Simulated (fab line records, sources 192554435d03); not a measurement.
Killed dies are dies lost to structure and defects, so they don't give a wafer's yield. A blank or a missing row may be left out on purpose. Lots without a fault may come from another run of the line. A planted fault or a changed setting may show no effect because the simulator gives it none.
Chamber matching | flow n5_finfet | N5_FIN_SAQP_DESCUM_21 on rie_diel-01: 4 sister chambers
The step chemistry O2, time 7.9 s. 4 wafers are shown with their chamber, then 7 later ones without.

WAFERS WITH THEIR CHAMBER
wafer  | chamber | drypump_motor_current_A (A)
L084.5 | 0       | 6.2
L092.4 | 3       | 5.5
L094.1 | 1       | 5.7
L094.3 | 2       | 5.6

WAFERS WITHOUT THEIR CHAMBER
wafer  | drypump_motor_current_A (A)
L094.5 | 5.7
L095.4 | 5.8
L095.5 | 5.6
L095.6 | 5.5
L097.2 | 6.2
L097.3 | 5.4
L097.5 | 5.7

WHICH CHAMBER EACH WENT THROUGH
wafer  | from the rows above          | in truth
L094.5 | can't be placed: 1 or 2      | 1
L095.4 | can't be placed: 1 or 2      | 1
L095.5 | can't be placed: 2 or 3 or 1 | 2
L095.6 | can't be placed: 3 or 2      | 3
L097.2 | 0                            | 0
L097.3 | can't be placed: 3 or 2      | 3
L097.5 | can't be placed: 1 or 2      | 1
Placed correctly: 1 of 7. Can't be placed from these rows: 6 (the true chamber is among the candidates in 6). Placed wrongly: 0.
How it was worked out, from the rows above alone: a wafer's distance from a chamber is the root of the sum, over the readings, of the square of ((its reading less the chamber's mean) divided by the reading's scatter). The wafer belongs to the nearest chamber; if the next one is less than 2 further off, it can't be placed. A chamber's mean is the mean of its shown wafers. The scatter: with one shown wafer a chamber, the root of the mean of the squares of how far each hidden wafer lies from its nearest shown one.
